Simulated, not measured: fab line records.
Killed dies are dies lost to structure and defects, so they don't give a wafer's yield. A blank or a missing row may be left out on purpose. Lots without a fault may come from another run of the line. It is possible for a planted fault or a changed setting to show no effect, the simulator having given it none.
fab line records ; flow nandHarc
[record] lots = 12; wafers = 36; lastDay = 33
route steps=1302 shown A_M1@1185 A_BONDPAD@1202 HYBRID_BOND@1237 END@1302
lots that met no fault: taken from a fault-free run of the same line
startH: hours from the record's opening day to when the first of the lot's shown wafers began ; waitH: how many hours have passed since the lot's step before this one ; " same as the row above ; L1.1+2: a row that stands for several wafers ; - no value present, or no start provided ; * or withheld: withheld ; < > ~ a bound
route shown NAME@n: names a module that has steps shown in the file, with the first one's number in the route ; usual: mean and standard deviation over wafers with no fault ; same: alike in all rows ; chamber/n: place in a boat ; sites: each site's reading ; _std_site: standard deviation of those values ; _edge_site: inner sites' mean taken away from outer sites' mean ; radiusMm: for every site, how far away it sits from the centre of the wafer ; mask NAME#n: copy n ; behind: tool/chamber where the wafer was last shaped ; hold: why the lot went on hold/how many hours it stayed there/how the hold came to an end ; device: transistor that didn't switch, given as n, p or np ; end of line: tests of these same wafers at the route's end ; a step given without rows: its recipe and nothing more ; killed: dies lost to structure and defects at the first sort, not the wafer's yield ; map: a wafer's dies, marking killed ones x, the rest . and places with no die _
set.NAME: the setting the step ran with; set.NAME@STEP: the setting that earlier step ran with ; model.NAME: the simulator's own value behind a step, which no gauge read
steps of the route over a sample of lots; a table a step, a row a wafer
services: a tool's chamber out of use, with start hour (startH, from the record's first day; less than 0 if before it), hours out, and reason
[[steps]]
[step NHARC_A_M1_CD_MEAS_16]
[usual] cdNm = 119.4/0.84
lot.wafer;tool;chamber;startH;waitH;cdNm
L930.4;cdSem-03;-;534.28;-;119.8
L930.5;cdSem-03;-;534.28;-;119.6
L930.6;cdSem-03;-;534.28;-;119.9
L932.1;cdSem-02;-;552.82;-;118.8
L932.2;cdSem-02;-;552.82;-;119.7
L932.6;cdSem-02;-;552.82;-;119.8
L933.3;cdSem-03;-;555.58;-;119.3
L933.5;cdSem-03;-;555.58;-;120.6
L933.6;cdSem-03;-;555.58;-;119.2
L935.2;cdSem-03;-;568.79;-;118.7
L935.4;cdSem-03;-;568.79;-;118.5
L935.5;cdSem-03;-;568.79;-;120.0
L936.1;cdSem-02;-;570.03;-;119.1
L936.2;cdSem-02;-;570.03;-;119.6
L936.3;cdSem-02;-;570.03;-;120.0
L938.3;cdSem-01;-;599.20;-;120.7
L938.4;cdSem-01;-;599.20;-;120.9
L938.5;cdSem-01;-;599.20;-;119.6
L937.1;cdSem-02;-;602.29;-;119.8
L937.3;cdSem-02;-;602.29;-;120.3
L937.5;cdSem-02;-;602.29;-;119.5
L946.3;cdSem-02;-;677.99;-;120.1
L946.4;cdSem-02;-;677.99;-;120.4
L946.6;cdSem-02;-;677.99;-;120.5
L947.1;cdSem-03;-;678.64;-;119.0
L947.2;cdSem-03;-;678.64;-;118.4
L947.4;cdSem-03;-;678.64;-;118.8
L948.1;cdSem-03;-;706.04;-;118.8
L948.3;cdSem-03;-;706.04;-;118.7
L948.5;cdSem-03;-;706.04;-;118.9
L949.4;cdSem-02;-;718.86;-;120.0
L949.5;cdSem-02;-;718.86;-;120.0
L949.6;cdSem-02;-;718.86;-;118.4
L953.2;cdSem-02;-;753.00;-;118.9
L953.3;cdSem-02;-;753.00;-;119.8
L953.5;cdSem-02;-;753.00;-;119.9
[step NHARC_A_BONDPAD_DEP_00]
[recipe] targetThkA = 2500; tempC = 370; targetThkNm = 250; pressureTorr = 3; flowSccm = 200; rfW = 450; material = SiCN
[usual] heaterPowerW = 578/80
lot.wafer;tool;chamber;startH;waitH;heaterPowerW;sinceWetCleanH
L930.5;pecvd-04;2;-;-;560;-
L930.4;pecvd-04;0;-;-;499;-
L930.6;pecvd-04;1;-;-;616;-
L932.1;pecvd-01;1;555.79;-;655;51
L932.2;pecvd-01;2;555.79;-;602;51
L932.6;pecvd-01;2;555.79;-;602;-
L933.3;pecvd-01;2;558.58;-;608;54
L933.5;pecvd-01;1;558.58;-;588;-
L933.6;pecvd-01;0;558.58;-;524;-
L935.2;pecvd-04;1;571.87;-;579;76
L935.5;pecvd-04;1;571.87;-;605;-
L935.4;pecvd-04;2;571.87;-;564;-
L936.1;pecvd-03;1;-;-;574;13
L936.3;pecvd-03;2;-;-;707;13
L936.2;pecvd-03;0;-;-;493;13
L938.3;pecvd-03;2;-;-;752;42
L938.4;pecvd-03;2;-;-;740;-
L938.5;pecvd-03;1;-;-;581;-
L937.1;pecvd-01;2;605.40;-;564;100
L937.3;pecvd-01;0;605.40;-;467;100
L937.5;pecvd-01;1;605.40;-;631;-
L946.3;pecvd-04;0;-;-;565;4
L946.6;pecvd-04;0;-;-;554;-
L946.4;pecvd-04;1;-;-;649;-
L947.1;pecvd-03;0;-;-;460;122
L947.2;pecvd-03;1;-;-;570;122
L947.4;pecvd-03;2;-;-;750;-
L948.3;pecvd-03;1;709.06;-;607;149
L948.1;pecvd-03;2;709.06;-;759;149
L948.5;pecvd-03;0;709.06;-;507;-
L949.6;pecvd-01;1;721.99;-;572;-
L949.5;pecvd-01;2;721.99;-;591;-
L949.4;pecvd-01;0;721.99;-;449;-
L953.2;pecvd-03;2;757.26;-;774;16
L953.3;pecvd-03;0;757.26;-;512;16
L953.5;pecvd-03;1;757.26;-;484;-
[step NHARC_A_BONDPAD_DEGAS_25]
[recipe] tempC = 300; timeS = 60
[usual] heaterPowerW = 470/40
lot.wafer;tool;chamber;startH;waitH;heaterPowerW
L930.4;pvdSputter-01;-;539.91;-;495
L930.6;pvdSputter-01;-;539.91;-;359
L930.5;pvdSputter-01;-;539.91;-;508
L932.1;pvdSputter-01;-;558.05;-;488
L932.2;pvdSputter-01;-;558.05;-;378
L932.6;pvdSputter-01;-;558.05;-;502
L933.3;pvdSputter-02;-;560.94;-;462
L933.6;pvdSputter-02;-;560.94;-;440
L933.5;pvdSputter-02;-;560.94;-;474
L935.4;pvdSputter-02;-;574.22;-;473
L935.2;pvdSputter-02;-;574.22;-;515
L935.5;pvdSputter-02;-;574.22;-;472
L936.3;pvdSputter-02;-;575.44;-;460
L936.1;pvdSputter-02;-;575.44;-;527
L936.2;pvdSputter-02;-;575.44;-;457
L938.3;pvdSputter-03;-;604.63;-;435
L938.4;pvdSputter-03;-;604.63;-;462
L938.5;pvdSputter-03;-;604.63;-;469
L937.1;pvdSputter-02;-;607.77;-;459
L937.3;pvdSputter-02;-;607.77;-;469
L937.5;pvdSputter-02;-;607.77;-;466
L946.3;pvdSputter-03;-;683.72;-;489
L946.4;pvdSputter-03;-;683.72;-;509
L946.6;pvdSputter-03;-;683.72;-;513
L947.4;pvdSputter-02;-;684.02;-;482
L947.2;pvdSputter-02;-;684.02;-;462
L947.1;pvdSputter-02;-;684.02;-;450
L948.3;pvdSputter-02;-;711.41;-;446
L948.1;pvdSputter-02;-;711.41;-;501
L948.5;pvdSputter-02;-;711.41;-;484
L949.4;pvdSputter-02;-;724.26;-;465
L949.5;pvdSputter-02;-;724.26;-;478
L949.6;pvdSputter-02;-;724.26;-;465
L953.3;pvdSputter-03;-;759.69;-;466
L953.2;pvdSputter-03;-;759.69;-;511
L953.5;pvdSputter-03;-;759.69;-;456
[step NHARC_HYBRID_BOND_ACTIVATE_00]
[recipe] timeS = 60; n2FlowSccm = 200; arFlowSccm = 0; biasPowerW = 0; chemistry = N2
[usual] drypumpMotorCurrentA = 5.9/0.34; oesProductAu = 0.999/0.0082; rfVppV = 64.0/0.86; runLengthS = 81.0/0.35; showerheadPlenumPTorr = 1.73/0.065
lot.wafer;tool;chamber;startH;waitH;drypumpMotorCurrentA;oesProductAu;rfHoursCounterH;rfVppV;runLengthS;showerheadPlenumPTorr
L930.4;rieDiel-03;2;541.59;0.1;6.1;1.003;20;64.9;81.2;1.86
L930.6;rieDiel-03;0;541.59;0.1;6.0;1.010;-;64.1;80.4;1.73
L930.5;rieDiel-03;1;541.59;0.1;6.3;0.984;-;64.8;81.2;1.72
L932.1;rieDiel-06;3;559.91;0.1;5.3;0.991;5;64.0;81.2;1.77
L932.2;rieDiel-06;2;559.91;0.1;6.0;1.008;5;64.7;81.0;1.78
L932.6;rieDiel-06;0;559.91;0.1;6.2;0.997;-;63.4;81.6;1.70
L933.3;rieDiel-06;2;562.63;0.1;6.0;0.995;6;64.1;81.4;1.78
L933.6;rieDiel-06;1;562.63;0.1;6.0;0.995;-;63.6;81.2;1.63
L933.5;rieDiel-06;2;562.63;0.1;6.0;0.985;-;63.4;81.3;1.78
L935.2;rieDiel-06;1;575.94;0.1;6.0;1.010;7;64.7;80.3;1.63
L935.4;rieDiel-06;3;575.94;0.1;5.3;0.997;6;64.3;81.2;1.77
L935.5;rieDiel-06;1;575.94;0.1;6.0;1.015;-;63.5;80.6;1.63
L936.1;rieDiel-06;3;577.14;0.1;5.3;0.990;6;64.5;86.9;1.77
L936.3;rieDiel-06;0;577.14;0.1;6.3;0.997;7;63.9;86.6;1.70
L936.2;rieDiel-06;2;577.14;0.1;6.0;1.013;6;64.3;86.9;1.78
L938.3;rieDiel-06;2;606.36;0.1;6.0;1.005;9;64.1;87.1;1.77
L938.4;rieDiel-06;0;606.36;0.1;6.3;0.998;10;64.9;87.3;1.70
L938.5;rieDiel-06;1;606.36;0.1;6.0;1.009;-;64.2;86.2;1.63
L937.1;rieDiel-06;1;609.47;0.1;6.0;1.007;11;64.2;86.8;1.63
L937.3;rieDiel-06;3;609.47;0.1;5.3;1.009;9;64.5;87.0;1.77
L937.5;rieDiel-06;1;609.47;0.1;6.0;1.002;-;62.9;86.8;1.63
L946.3;rieDiel-06;3;685.40;0.1;5.3;1.004;1;65.0;81.2;1.77
L946.4;rieDiel-06;0;685.40;0.1;6.3;0.993;1;63.4;81.2;1.70
L946.6;rieDiel-06;0;685.40;0.1;6.2;0.994;-;63.4;81.3;1.70
L947.1;rieDiel-06;1;685.70;0.1;6.0;0.997;1;62.3;80.4;1.62
L947.4;rieDiel-06;3;685.70;0.1;5.3;0.995;1;64.2;81.1;1.77
L947.2;rieDiel-06;0;685.70;0.1;6.2;1.002;1;63.6;81.4;1.70
L948.1;rieDiel-06;1;713.10;0.1;6.0;1.008;4;62.9;80.3;1.62
L948.3;rieDiel-06;2;713.10;0.1;6.0;1.001;5;64.7;81.2;1.77
L948.5;rieDiel-06;0;713.10;0.1;6.3;0.999;-;64.0;81.5;1.70
L949.4;rieDiel-03;2;725.95;0.1;6.1;1.005;31;65.8;81.2;1.84
L949.5;rieDiel-03;0;725.95;0.1;6.1;0.999;-;63.1;80.6;1.72
L949.6;rieDiel-03;1;725.95;0.1;6.3;0.996;-;63.6;81.0;1.70
L953.2;rieDiel-06;3;761.38;0.1;5.3;1.001;8;65.3;81.1;1.76
L953.3;rieDiel-06;0;761.38;0.1;6.3;1.002;7;63.8;81.1;1.69
L953.5;rieDiel-06;2;761.38;0.1;6.0;0.999;-;65.8;81.1;1.77
[step NHARC_END_SORT_01]
[recipe] tempC = 25
[usual] defectLimitedYield = 91/3; killedAtArray = 54/21; killedAtOther = 1.0/1.2; killedAtPeriphery = 3.6/2.6; killedDies = 58/20; killedOpen = 3.3/1.9; killedShort = 2.6/1.5; sort_bin_2_pct = 3.1/1.4; sort_bin_3_pct = 0.6/0.37; sort_bin_4_pct = 4.9/1.6; sortNPass = 619/20; sortRimYieldPct = 91/4.3; sortYieldPct = 91/3
[same] grossDies = 677; sort_bin_5_pct[%] = 0; sort_bin_6_pct[%] = 0; sort_bin_7_pct[%] = 0; sort_bin_8_pct[%] = 0; sortRimNGross = 106.00
lot.wafer;tool;chamber;startH;waitH;defectLimitedYield[%];killedAtArray;killedAtOther;killedAtPeriphery;killedDies;killedOpen;killedShort;sort_bin_2_pct[%];sort_bin_3_pct[%];sort_bin_4_pct[%];sortNPass;sortRimYieldPct[%];sortYieldPct[%]
L947.1;prober-01;0;714.35;2.5;94;41;0;3;44;2;2;2.1;0.6;3.8;633;95;94
L947.2;prober-01;0;715.16;2.8;93;42;1;4;47;4;2;2.8;0.1;4.0;630;95;93
L947.4;prober-01;0;716.79;3.5;93;44;2;4;50;1;3;2.7;0.6;4.1;627;92;93
L948.1;prober-02;0;740.54;2.5;89;66;1;6;73;6;2;4.0;0.6;6.2;604;83;89
L948.3;prober-02;0;742.13;3.1;91;58;2;3;63;2;4;3.5;0.4;5.3;614;86;91
L948.5;prober-02;0;743.73;3.7;90;69;0;1;70;6;4;4.6;1.0;4.7;607;84;90
// killed by level:class
L947.1 A_CHANNEL_HOLE_D1:chamberFilmFlake=29 A_CHANNEL_FILL_D1:chamberFilmFlake=3 P_M1:chamberFilmFlake=2 A_CONTACT:chamberFilmFlake=2 A_CHANNEL_FILL_D1:geometricParticle:short=1 A_DECK1_JOINT:geometricParticle:open=1 A_CHANNEL_FILL_D2:geometricParticle:open=1 A_CHANNEL_FILL_D2:geometricParticle:short=1
L947.2 A_CHANNEL_HOLE_D1:chamberFilmFlake=27 A_CONTACT:chamberFilmFlake=5 A_BLC:chamberFilmFlake=3 P_ZERO_WELL:chamberFilmFlake=2 A_WL_FILL:chamberFilmFlake=2 P_M0:geometricParticle:open=1 A_ONON_D1:geometricParticle:short=1 A_DECK1_JOINT:geometricParticle:short=1
L947.4 A_CHANNEL_HOLE_D1:chamberFilmFlake=29 A_CHANNEL_FILL_D1:chamberFilmFlake=3 P_ZERO_WELL:chamberFilmFlake=2 P_M1:chamberFilmFlake=2 A_SLIT:chamberFilmFlake=2 A_CONTACT:chamberFilmFlake=2 A_BLC:chamberFilmFlake=2 THIN_TSV:chamberFilmFlake=2
L948.1 A_SLIT:chamberFilmFlake=27 A_CHANNEL_HOLE_D2:chamberFilmFlake=19 A_CHANNEL_HOLE_D1:chamberFilmFlake=11 A_ONON_D2:geometricParticle:open=3 A_CHANNEL_FILL_D2:geometricParticle:open=2 P_ZERO_WELL:chamberFilmFlake=2 P_GATE:geometricParticle:short=1 P_M1:geometricParticle:open=1
L948.3 A_SLIT:chamberFilmFlake=29 A_CHANNEL_HOLE_D2:chamberFilmFlake=16 A_CHANNEL_HOLE_D1:chamberFilmFlake=6 A_STAIRCASE:chamberFilmFlake=2 P_GATE:geometricParticle:short=1 P_CONTACT:geometricParticle:short=1 A_ONON_D1:geometricParticle:open=1 A_CHANNEL_FILL_D1:geometricParticle:open=1
L948.5 A_SLIT:chamberFilmFlake=26 A_CHANNEL_HOLE_D2:chamberFilmFlake=15 A_CHANNEL_HOLE_D1:chamberFilmFlake=7 A_ZERO_WELL:chamberFilmFlake=3 A_STAIRCASE:chamberFilmFlake=3 A_CONTACT:chamberFilmFlake=3 A_CHANNEL_FILL_D2:geometricParticle:open=2 A_WL_FILL:chamberFilmFlake=2
[[services]]
tool;chamber;startH;hours;kind
pecvd-01;1;522.66;16.5;repair
pvdSputter-03;-;526.09;10.0;pm
pecvd-03;-;547.00;13.0;pm
pvdSputter-01;-;566.03;1.9;repair
pvdSputter-01;-;582.06;10.0;pm
pvdSputter-01;-;599.46;2.5;repair
rieDiel-03;2;599.68;6.0;repair
pecvd-04;0;631.17;13.1;repair
rieDiel-03;-;635.46;9.0;pm
pvdSputter-02;-;638.00;10.0;pm
pecvd-03;0;639.66;12.8;repair
pecvd-03;1;655.42;14.6;repair
rieDiel-06;-;661.25;9.0;pm
pecvd-04;-;664.09;13.0;pm
rieDiel-06;1;671.98;1.8;repair
pecvd-01;-;673.06;13.0;pm
rieDiel-03;2;695.95;1.3;repair
pvdSputter-03;-;704.09;10.0;pm
pvdSputter-02;-;708.94;1.9;repair
rieDiel-03;2;714.45;2.8;repair
pecvd-03;-;728.00;13.0;pm
rieDiel-06;0;728.62;2.7;repair
pecvd-04;-;731.23;0.5;repair
pvdSputter-02;-;739.53;3.7;repair
[[key]]
[firstSign] step = NHARC_HYBRID_BOND_ACTIVATE_00; reading = runLengthS; direction = up; sigmas = 17; usual = *; struck = *
effect none on later readings
metAt NHARC_HYBRID_BOND_ACTIVATE_00
struckLots L936,L937,L938
notActingAt NHARC_A_M1_CD_MEAS_16,NHARC_A_BONDPAD_DEP_00,NHARC_A_BONDPAD_DEGAS_25
onsetBetween 575.94 577.14
[fault] kind = processParameterDrift; tool = rieDiel-06; chamber = -; onsetH = 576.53; steps = NHARC_HYBRID_BOND_ACTIVATE_00; channel = timeS; offset = *; shape = step; endH = 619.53; actsIn = *; stated = *
